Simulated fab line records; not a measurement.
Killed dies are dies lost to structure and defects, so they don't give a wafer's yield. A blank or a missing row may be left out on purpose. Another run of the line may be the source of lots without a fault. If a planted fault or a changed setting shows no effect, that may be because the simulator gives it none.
A lot that was struck, set against a sound lot || flow nandHarc || 13 steps out of a route of 1159
Sound: the wafers L202.1, L202.3, L202.5. Struck: wafer L210.6 (L210.4, L210.5, from the same lot, were not struck and are left out); the cause is given at the end.
For every step that has rows: the tool of each side, followed by ch and its chambers, followed by its first start. Under that, the readings that differ: sound wafers || struck wafers || difference of the means || sigmas: that difference in standard deviations of wafers without a fault.
alike: a reading whose means differ by less than 2 such deviations, as well as words and numbers matching on both sides. not compared: withheld readings; readings where some wafer has no value; bounds like >300 that might hide an equal value; numbers whose values overlap and for which the record gives no deviation.
The two part at a step that has a row with sigmas, a row that says differs or no value, or rows on one side only. Numbers that have no deviation but don't overlap get no sigmas and don't part them. A reading missing from all wafers of one side parts the sides only when that side holds two or more wafers.

first, 3 steps without rows for these wafers: NHARC_A_STAIRCASE_PEB_07 (peb time 130 s); NHARC_A_STAIRCASE_DEVELOP_08 (time 140 s); NHARC_A_STAIRCASE_HARDBAKE_10 (time 140 s).
NHARC_A_STAIRCASE_DESCUM_11: chemistry O2, time 3 s.
  sound on rieDiel-11 ch 0,3, day 13 01:32; struck on rieDiel-09 ch 3, day 14 20:37
{"reading": "o2FlowSccm (sccm)", "sound": "199.7 201.0 200.3", "struck": 198.8, "difference": -1.5, "sigmas": -3}
{"reading": "oesProductAu (a.u.)", "sound": "1.002 0.984 0.983", "struck": 1.020, "difference": "+0.030", "sigmas": "+3"}
{"reading": "showerheadPlenumPTorr (Torr)", "sound": "1.97 2.06 2.06", "struck": 1.79, "difference": -0.24, "sigmas": -3}
  alike: drypumpMotorCurrentA, rfVppV, throttleValvePct
  not compared: rfHoursCounterH
NHARC_A_STAIRCASE_TRIM_12: chemistry O2, time 211.2 s.
  sound on rieDiel-11 ch 0,2,3, day 13 01:43; struck on rieDiel-09 ch 1, day 14 20:44
{"reading": "drypumpMotorCurrentA (A)", "sound": "5.5 5.9 6.5", "struck": 4.8, "difference": -1.2, "sigmas": -2}
  alike: o2FlowSccm, oesProductAu, rfVppV, showerheadPlenumPTorr, throttleValvePct
  not compared: rfHoursCounterH
NHARC_A_STAIRCASE_ETCH_13: etches the open film in C4F8/O2, target depth 100 nm, time 40.5 s.
  sound: rieDiel-11 ch 0,2; struck: rieDiel-09 ch 0
  alike: oesProductAu, rfFwdPowerW, rfVppV, runLengthS
  not compared: rfHoursCounterH
then, 2 steps without rows for these wafers: NHARC_A_STAIRCASE_TRIM_14 (chemistry O2, time 211.2 s); NHARC_A_STAIRCASE_ETCH_15 (etches the open film in C4F8/O2, target depth 100 nm, time 40.5 s).
NHARC_A_STAIRCASE_TRIM_16: chemistry O2, time 211.2 s.
  sound: rieDiel-11 ch 1,2; struck: rieDiel-09 ch 0
{"reading": "throttleValvePct (%)", "sound": "17.038 17.045 17.036", "struck": 17.022, "difference": -0.018, "sigmas": -2}
  alike: drypumpMotorCurrentA, o2FlowSccm, oesProductAu, rfVppV, showerheadPlenumPTorr
  not compared: rfHoursCounterH
NHARC_A_STAIRCASE_ETCH_17: etches the open film in C4F8/O2, target depth 100 nm, time 40.5 s.
  sound: rieDiel-11 ch 0,1,3; struck: rieDiel-09 ch 0
{"reading": "rfFwdPowerW (W)", "sound": "591.4 593.6 593.3", "struck": 585.4, "difference": -7.4, "sigmas": -3}
  alike: oesProductAu, rfVppV, runLengthS
  not compared: rfHoursCounterH
then, 1 step without rows for these wafers: NHARC_A_STAIRCASE_TRIM_18 (chemistry O2, time 211.2 s).
NHARC_A_STAIRCASE_ETCH_19: etches the open film in C4F8/O2, target depth 100 nm, time 40.5 s.
  sound on rieDiel-11 ch 1,2,3, day 13 02:35; struck on rieDiel-09 ch 1, day 14 21:40
{"reading": "runLengthS (s)", "sound": "62.2 62.0 61.4", "struck": 50.1, "difference": -11.8, "sigmas": -31}
  alike: oesProductAu, rfVppV
  not compared: rfFwdPowerW, rfHoursCounterH
-- the record jumps here: 9 days lie between the struck wafers' starts before and after (it left off in module A_STAIRCASE and takes up again in module END, whose first step shown is number 1159 of the route) --
NHARC_END_SORT_01:
  sound on prober-02 ch 0, day 21 16:56; struck on prober-02 ch 0, day 23 10:12
{"reading": "killedAtArray", "sound": "24 29", "struck": 674, "difference": "+648", "sigmas": "+59"}
{"reading": "killedDies", "sound": "28 30", "struck": 677, "difference": "+648", "sigmas": "+59"}
{"reading": "killedShort", "sound": "0 0", "struck": 3, "difference": "+3", "sigmas": "+2"}
  alike: killedAtOther, killedAtPeriphery, killedOpen

== WHERE THEY PART ==
Earliest at NHARC_A_STAIRCASE_DESCUM_11; latest, in this record, at NHARC_END_SORT_01.

WHY: the cause the simulator had injected
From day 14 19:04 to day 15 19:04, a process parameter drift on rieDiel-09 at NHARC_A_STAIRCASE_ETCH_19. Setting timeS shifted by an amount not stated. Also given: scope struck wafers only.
